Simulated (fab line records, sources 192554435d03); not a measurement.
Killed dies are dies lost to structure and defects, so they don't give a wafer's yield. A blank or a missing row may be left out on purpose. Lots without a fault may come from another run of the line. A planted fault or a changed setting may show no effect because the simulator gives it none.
fab line records | flow n5_finfet
record lots=4 wafers=12 last_day=16
route steps=1938 shown BEOL_M3@958 PASSIVATION@1936
lots that met no fault: from a run of the same line without faults
start_h: hours from the record's first day to the start of the lot's first wafer shown | wait_h: hours since the lot's step before | " the same as in the row above | L1.1+2: a row that stands for several wafers | - no value, or no start given | * or withheld: withheld | < > ~ a bound
route shown NAME@n: a module of which the file shows steps, and the number in the route of the first | usual: mean/standard deviation of fault-free wafers | same: alike in all rows | chamber/n: place in a boat | sites: the reading at each site | _std_site: their standard deviation | _edge_site: outer sites' mean less inner sites' | radius_mm: how far each site lies from the wafer's centre | mask NAME#n: copy n | behind: the tool/chamber that last shaped the wafer | hold: why the lot was held/for how many hours/how that ended | device: the transistor (n, p or np) that didn't switch | end of line: the same wafers' tests at the end of the route | a step without rows: its recipe alone | killed: dies lost to structure and defects at the first sort, not the wafer's yield | map: a wafer's dies, x killed, . not, _ none there
set.NAME: the setting as run; set.NAME@STEP: as run at that earlier step | model.NAME: the simulator's own value behind a step, which no gauge read
lots at some steps of the route; a table a step, a row a wafer
services: from which hour (start_h, from the record's first day; less than 0 if before it) a tool's chamber was out of use, for how many hours, and why
## steps
# step N5_BEOL_M3_COAT_68
# recipe resist=SiARC temp_c=220 time_s=60 spin_rpm=1500 resist_thk_nm=12
# step N5_BEOL_M3_COAT_76
# recipe resist=underlayer temp_c=205 time_s=60 spin_rpm=1500 resist_thk_nm=5
# step N5_BEOL_M3_COAT_22
# recipe resist=CAR-EUV spin_rpm=1500 resist_thk_nm=30
# step N5_BEOL_M3_EBR_24
# recipe solvent=PGMEA ebr_width_mm=1.5
# step N5_BEOL_M3_SOFTBAKE_23
# recipe temp_c=110 time_s=60 resist=CAR-EUV
# step N5_BEOL_M3_EXPOSE_25
# recipe mask_id=V2 na=0.33 source_shape=quasar sigma_inner=0.2 sigma_outer=0.8 polarization=unpolarized defocus_nm=5 dose_mj=63
# step N5_BEOL_M3_PEB_26
# recipe peb_temp_c=100 peb_time_s=60 resist=CAR-EUV
# step N5_BEOL_M3_DEVELOP_27
# recipe develop_time_s=30 developer=TMAH resist=CAR-EUV rinse_liquid=surfactant_rinse dry=air_spin dev_temp_c=23
# step N5_BEOL_M3_DESCUM_33
# recipe chemistry=O2 time_s=7 source_power_w=50 bias_power_w=20 pressure_mtorr=20 rf_frequency_hz=2.712e+07 temp_c=40 resist=CAR-EUV o2_flow_sccm=225
# step N5_BEOL_M3_ETCH_77
# recipe chemistry=N2/H2 target=underlayer target_depth_a=65 mask_material=CAR-EUV time_s=5.2 ion_energy_ev=200 pressure_mtorr=30 source_w=840 bias_w=150 n2_flow_sccm=200 h2_flow_sccm=200 ends=cleared
# usual chamber_pressure_mTorr=30.00/0.041 drypump_motor_current_A=5.7/0.34 etch_rf_on_time_s=5.16/0.072 oes_product_au=0.67/0.068 rf_vpp_V=523/3 showerhead_plenum_p_Torr=2.53/0.1 throttle_valve_pct=17.88/0.25
# columns lot.wafer tool chamber start_h wait_h chamber_pressure_mTorr drypump_motor_current_A etch_rf_on_time_s oes_product_au rf_hours_counter_h rf_vpp_V showerhead_plenum_p_Torr throttle_valve_pct
L492.2 rie_diel-05 3 179.72 0.0 29.99 5.6 5.09 0.80 13 522 2.50 17.77
L492.4 " 0 " " 30.02 6.1 5.17 0.62 162 524 2.53 17.88
L492.6 " 3 " " 29.97 5.5 5.08 0.80 - 524 2.50 17.78
L493.2 rie_diel-06 1 194.04 0.0 29.95 5.9 5.10 0.65 140 518 2.35 18.22
L493.3 " 0 " " 30.05 5.7 5.22 0.68 109 526 2.67 17.99
L493.5 " 1 " " 29.98 5.9 5.05 0.66 - 518 2.35 18.25
L499.1 rie_diel-06 2 241.54 0.0 30.00 5.9 5.26 0.61 183 517 2.43 18.25
L499.2 " 0 " " 29.94 5.7 5.19 0.68 123 527 2.67 18.02
L499.5 " 3 " " 29.97 5.3 5.10 0.79 - 529 2.70 17.36
L501.3 rie_diel-06 3 242.52 0.0 30.03 5.3 5.13 0.80 19 527 2.70 17.37
L501.5 " 1 " " 30.01 5.9 5.06 0.64 - 518 2.34 18.25
L501.6 " 2 " " 29.97 5.9 5.23 0.61 - 521 2.43 18.26
# step N5_BEOL_M3_ETCH_69
# recipe chemistry=CF4 target=SiARC target_depth_a=156 mask_material=CAR-EUV time_s=26 ion_energy_ev=80 pressure_mtorr=40 source_w=545 bias_w=36 Ar_flow_sccm=100 cf4_flow_sccm=100 ends=cleared
# step N5_BEOL_M3_ALD_98
# recipe material=SiO2 target_thk_a=25 temp_c=100 ald_precursor_family=BDEAS ald_co_reactant=O2-plasma pulse_time_s=1 co_reactant_pulse_time_s=1 purge_time_s=2 co_reactant_purge_time_s=2 ald_cycles=17 pressure_torr=2
# step N5_BEOL_M3_ETCHBACK_99
# recipe chemistry=CHF3 target=SiO2 target_depth_a=50 time_s=10.4 source_w=215 bias_w=47 Ar_flow_sccm=200 CHF3_flow_sccm=12 ion_energy_ev=100 pressure_mtorr=30
# step N5_BEOL_M3_ETCH_70
# recipe chemistry=N2/H2 target=SOC target_depth_a=800 overetch_a=160 mask_material=SiARC temp_c=40 time_s=120 ion_energy_ev=200 pressure_mtorr=30 source_w=840 bias_w=150 n2_flow_sccm=200 h2_flow_sccm=200
# step N5_BEOL_M3_STRIP_71
# recipe chemistry=N2/H2 temp_c=40 n2_flow_sccm=200 h2_flow_sccm=200 rf_frequency_hz=6e+07
# step N5_BEOL_M3_STRIP_78
# recipe chemistry=N2/H2 temp_c=40 n2_flow_sccm=200 h2_flow_sccm=200 rf_frequency_hz=6e+07
# step N5_BEOL_M3_VIA_ETCH_34
# recipe chemistry=C4F6/O2 target_depth_a=694 mask_material=SOC pressure_mtorr=15 ion_energy_ev=250 taper_deg=4 time_s=65.9 source_w=350 bias_w=170 Ar_flow_sccm=300 C4F6_flow_sccm=10 O2_flow_sccm=10
# step N5_BEOL_M3_STRIP_83
# recipe chemistry=C4F6/O2 resist=SiARC rf_frequency_hz=6e+07
# step N5_BEOL_M3_STRIP_36
# recipe chemistry=N2/H2 power_w=450 temp_c=40 pressure_mtorr=20 rf_frequency_hz=6e+07 overash_fraction=0.3 bias_power_w=7 h2_frac=0.5 n2_flow_sccm=200 h2_flow_sccm=200
# step N5_BEOL_M3_TRENCH_ETCH_37
# recipe chemistry=C4F6/O2 target_depth_a=555.55 target=SiOC time_s=29.2 ion_energy_ev=250 pressure_mtorr=30 source_w=355 bias_w=185 Ar_flow_sccm=300 C4F6_flow_sccm=10 O2_flow_sccm=10
# step N5_BEOL_M3_ETCH_41
# recipe chemistry=CH3F/O2 target=SiCN target_depth_a=299 taper_deg=2 time_s=52.5 ion_energy_ev=120 mask_material=TiN pressure_mtorr=30 source_w=395 bias_w=75 Ar_flow_sccm=150 CH3F_flow_sccm=30 O2_flow_sccm=20
# step N5_BEOL_M3_STRIP_97
# recipe chemistry=N2/H2 time_s=10 power_w=450 temp_c=40 pressure_mtorr=20 rf_frequency_hz=6e+07 bias_power_w=7 n2_flow_sccm=200 h2_flow_sccm=200
# step N5_BEOL_M3_HM_STRIP_39
# recipe chemistry=peroxide_tin_strip material=TiN target_depth_a=250 temp_c=50 time_s=158
# step N5_BEOL_M3_SRD_40
# recipe time_s=30 temp_c=23 rinse_liquid=diw dry=ipa_marangoni
# step N5_BEOL_M3_PRECLEAN_42
# recipe chemistry=residue_remover time_s=60 temp_c=40
# step N5_BEOL_M3_SRD_43
# recipe time_s=30 temp_c=23 rinse_liquid=diw dry=ipa_marangoni
# step N5_BEOL_M3_DEGAS_44
# recipe ambient=vacuum temp_c=250 time_s=60
# step N5_BEOL_M3_PRE_CLEAN_45
# recipe gas=H2/He time_s=30 temp_c=250
# step N5_BEOL_M3_ALD_84
# recipe material=TaN target_thk_a=* temp_c=275 ald_precursor_family=PDMAT ald_co_reactant=NH3 pressure_torr=3 carrier_flow_sccm=1500 pulse_time_s=2 purge_time_s=3 co_reactant_purge_time_s=2 co_reactant_pulse_time_s=3 ald_cycles=30 precursor_vessel_temp_c=75 precursor_vessel_pressure_torr=26.25 precursor_vessel_carrier_sccm=1000
# step N5_BEOL_M3_SURFACE_TREAT_85
# recipe gas=Ar time_s=* ion_energy_ev=* ion_current_ma_cm2=0.5 pressure_mtorr=* ar_flow_sccm=30
# step N5_BEOL_M3_CVD_47
# recipe material=Co target_thk_a=30 temp_c=withheld precursor=CCTBA/H2 pressure_torr=30 time_s=223.8
# step N5_BEOL_M3_SPUTTER_48
# recipe material=Cu target_thk_a=45 temp_c=-20 chamber_pressure_pa=0.07 power_w=withheld time_s=8.29
# step N5_BEOL_M3_ANNEAL_49
# recipe temp_c=400 time_s=240 ambient=vacuum
# step N5_BEOL_M3_SPUTTER_79
# recipe material=Cu target_thk_a=45 temp_c=-20 chamber_pressure_pa=0.07 power_w=withheld time_s=8.29
# step N5_BEOL_M3_ANNEAL_80
# recipe temp_c=400 time_s=240 ambient=vacuum
# step N5_BEOL_M3_SPUTTER_81
# recipe material=Cu target_thk_a=45 temp_c=-20 chamber_pressure_pa=0.07 power_w=withheld time_s=8.29
# step N5_BEOL_M3_ANNEAL_82
# recipe temp_c=400 time_s=240 ambient=vacuum
# step N5_PASSIVATION_PROBE_49
# usual defect_limited_yield=91.2/1.5 killed_at_M0_to_M3=32/9.6 killed_at_M4_up=13/5.3 killed_at_contacts=13/6.7 killed_at_front_end=42/11 killed_at_other=3.8/2.9 killed_dies=103/17 killed_on_rim=14/4.4 killed_open=67/13 killed_short=35/7.9 sort_bin_5_function=5.2/0.94 sort_bin_6_memory=3.3/0.64 sort_n_pass=1077/17 sort_yield_pct=91.2/1.5
# same gross_dies=1180 killed_at_back_side=0 sort_bin_4_leakage[%]=0 sort_bin_8_speed[%]=0
# columns lot.wafer tool chamber start_h wait_h defect_limited_yield[%] killed_at_M0_to_M3 killed_at_M4_up killed_at_contacts killed_at_front_end killed_at_other killed_dies killed_on_rim killed_open killed_short sort_bin_5_function[%] sort_bin_6_memory[%] sort_n_pass sort_yield_pct[%]
L492.2 prober-02 - 320.17 0.1 89.3 42 17 17 42 8 126 14 80 46 6.5 3.9 1054 89.3
L492.4 prober-02 - 320.27 0.2 89.0 42 26 8 46 8 130 13 88 40 7.3 3.3 1050 89.0
L492.6 prober-02 - 320.37 0.3 89.2 49 10 5 61 2 127 14 83 44 5.7 4.4 1053 89.2
L493.2 prober-02 - 328.39 0.1 89.7 25 16 13 60 8 122 29 69 50 5.9 3.7 1058 89.7
L493.3 prober-02 - 328.44 0.1 91.7 24 16 23 31 4 98 11 60 35 4.9 3.1 1082 91.7
L493.5 prober-02 - 328.54 0.2 90.5 32 8 19 52 1 112 15 79 32 5.5 3.9 1068 90.5
L501.6 prober-02 - 369.25 0.3 82.7 138 7 5 51 3 204 26 46 39 10.2 4.2 976 82.7
L499.1 prober-01 - 376.38 0.0 82.7 134 7 8 52 3 204 32 51 42 10.8 3.4 976 82.7
L499.2 prober-01 - 376.43 0.1 91.0 29 12 16 48 1 106 9 63 42 5.7 3.1 1074 91.0
L499.5 prober-01 - 376.58 0.2 90.9 33 9 10 54 1 107 14 60 45 5.6 3.0 1073 90.9
# killed by level:class
L492.2 MOL_CONTACT_COAG:geometric_particle:open=15 FIN_SAQP:geometric_particle:short=12 STI_FIN_REVEAL:geometric_particle:open=10 BEOL_M3:geometric_particle:open=10 BEOL_M0_SAQP:geometric_particle:short=8 BEOL_M2:geometric_particle:open=8 BEOL_M4:geometric_particle:open=8 FIN_SAQP:geometric_particle:open=6
L492.4 BEOL_M4:geometric_particle:open=18 BEOL_M0_SAQP:geometric_particle:open=14 FIN_SAQP:geometric_particle:short=13 BEOL_M0_SAQP:geometric_particle:short=11 BEOL_M3:geometric_particle:open=9 FIN_SAQP:geometric_particle:open=8 GATE_CUT:geometric_particle:open=7 MOL_CONTACT_COAG:geometric_particle:open=7
L492.6 STI_FIN_REVEAL:geometric_particle:open=17 FIN_SAQP:geometric_particle:short=13 BEOL_M3:geometric_particle:open=12 BEOL_M0_SAQP:geometric_particle:open=10 BEOL_M0_SAQP:geometric_particle:short=10 FIN_SAQP:geometric_particle:open=7 BEOL_M1:geometric_particle:open=7 GATE_CUT:geometric_particle:short=5
L493.2 STI_FIN_REVEAL:geometric_particle:open=16 MOL_CONTACT_COAG:geometric_particle:open=10 FIN_SAQP:geometric_particle:short=9 FIN_SAQP:geometric_particle:open=9 BEOL_M0_SAQP:geometric_particle:short=9 DUMMY_GATE:geometric_particle:open=7 BEOL_M3:geometric_particle:open=5 BEOL_M4:geometric_particle:open=5
L493.3 MOL_CONTACT_COAG:geometric_particle:open=18 BEOL_M4:geometric_particle:open=9 BEOL_M0_SAQP:geometric_particle:short=8 FIN_SAQP:geometric_particle:short=7 FIN_SAQP:geometric_particle:open=5 MOL_CONTACT_COAG:geometric_particle:short=5 BEOL_M0_SAQP:geometric_particle:open=5 STI_FIN_REVEAL:geometric_particle:open=3
L493.5 FIN_SAQP:geometric_particle:open=23 MOL_CONTACT_COAG:geometric_particle:open=16 FIN_SAQP:geometric_particle:short=11 BEOL_M3:geometric_particle:open=7 BEOL_M2:geometric_particle:open=6 STI_FIN_REVEAL:geometric_particle:open=6 BEOL_M0_SAQP:geometric_particle:short=6 DUMMY_GATE:geometric_particle:open=5
L501.6 BEOL_M3:unspecified=119 FIN_SAQP:geometric_particle:short=12 STI_FIN_REVEAL:geometric_particle:open=11 FIN_SAQP:geometric_particle:open=10 BEOL_M0_SAQP:geometric_particle:short=6 GATE_CUT:geometric_particle:short=5 MOL_CONTACT_COAG:geometric_particle:open=5 ILD0:geometric_particle:short=4
L499.1 BEOL_M3:unspecified=109 FIN_SAQP:geometric_particle:short=13 FIN_SAQP:geometric_particle:open=12 GATE_CUT:geometric_particle:short=8 DUMMY_GATE:geometric_particle:open=7 BEOL_M2:geometric_particle:open=6 BEOL_M0_SAQP:geometric_particle:short=6 BEOL_M0_SAQP:geometric_particle:open=6
L499.2 FIN_SAQP:geometric_particle:open=14 MOL_CONTACT_COAG:geometric_particle:open=12 GATE_CUT:geometric_particle:short=10 BEOL_M0_SAQP:geometric_particle:short=10 FIN_SAQP:geometric_particle:short=6 BEOL_M4:geometric_particle:open=6 BEOL_M0_SAQP:geometric_particle:open=5 GATE_CUT:geometric_particle:open=4
L499.5 FIN_SAQP:geometric_particle:short=15 BEOL_M0_SAQP:geometric_particle:open=14 FIN_SAQP:geometric_particle:open=10 MOL_CONTACT_COAG:geometric_particle:short=6 BEOL_M0_SAQP:geometric_particle:short=6 DUMMY_GATE:geometric_particle:open=5 GATE_CUT:geometric_particle:short=5 BEOL_M0:geometric_particle:open=4
# map L499.1 (x killed, . not)
_________________............________________
______________...xx.x..........._____________
___________........................__________
__________..................x......._________
________.x.......x...xx.........x..x.._______
_______................x..........x....______
______.........x..................x....._____
_____...x........x...x..............x.x..____
____............x.........x........x......___
___...x...................x................__
___......x...........x.x.......x...........__
__...x....x..........x........x.......x...x._
__...x.....x......................xx.x.x...._
_............................x.x..x.......x.x
_.......x....................................
_.....x......................................
_x.....x...........x........x...............x
_x.......x..x...........................x...x
_..x.......x..................x..............
_.....x.......x..........x............xx.....
_....x...................xxx.....x..xx.......
__.......x...x..x..................x........_
__.x..............x........................._
___..........xxxxxx......x...........x....x__
___.......xxxxxxxx.x.......................__
____...xxxxxxxxxxxx.x.x...................___
_____...xxxxxxxxxxxxxx...................____
______.xxxxxxxxxxxxx.xx..x.............._____
_______xxxxxxxxxxxxxx.....x..........x.______
________xxxxxxxxxxxxxxx..............._______
__________xxxxxxxxx.x..x.......x...._________
___________xxxxxxxxxx............x.__________
______________xxxxxx..x........._____________
_________________xx...x......________________
# map L501.6 (x killed, . not)
_________________x...........________________
______________........x.......x._____________
___________........................__________
__________.........................._________
________.............................x_______
_______.............x..................______
______.x......x......x.......x.........._____
_____.x....x.......x.............x..x....____
____.............x....x...................___
___....x......x..................x...x.....__
___.x.....xx.............x.x..x.......x....__
__..........................x..............x_
__...........x............x...x............._
_...x..........x.......x....x..........x.....
_............x......x........................
_x............xx......x....x..x..............
_.............x..........x........xx.........
_.....x......x......................x........
_.x..................................xx.x....
_...................x........................
_.....................................x......
__.x.x............................x........._
__...x.....x.x...x.x..x...........x........._
___...xx.xxxxxxxxxxx.......................__
___.....x.xxx.xxxxx..x..xx..............x..__
____..x.x.xxxxxxxxxxx.....................___
_____.xxxxxxxxxxxxxx.x.....x.x...........____
______.xxxxxxxxxxxxxx..x........x......._____
_______xxxxxxxxxxxxxxxx................______
________xxxxxxxxxxxx.x................_______
__________xxxxxxxxxxx....xxx.x...x.._________
___________xxxxxxxxxxx.............__________
______________xxxxx.x..........._____________
_________________x........x..________________
## services
# columns tool chamber start_h hours kind
rie_diel-06 3 160.69 - clean
rie_diel-06 3 160.69 - consumable_replace:focus_ring
rie_diel-06 3 160.69 - consumable_replace:showerhead
rie_diel-06 3 160.69 18.1 scheduled_down
rie_diel-06 3 160.69 18.1 vent_cycle
rie_diel-06 1 185.66 1.9 repair
## key
first_sign step=N5_PASSIVATION_PROBE_49 reading=killed_at_M0_to_M3 direction=up sigmas=11 usual=32 struck=136
effect step=N5_PASSIVATION_PROBE_49 reading=killed_dies direction=up sigmas=5.8 usual=103 struck=204
more_kills_born_at N5_BEOL_M3_ETCH_77@rie_diel-06=228
met_at N5_BEOL_M3_ETCH_77
struck_wafers L499.1,L501.6
fault kind=chamber_particle_source tool=rie_diel-06 chamber=2 onset_h=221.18 steps=N5_BEOL_M3_ETCH_77 rate_per_visit_cm2=1.3361 end_h=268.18
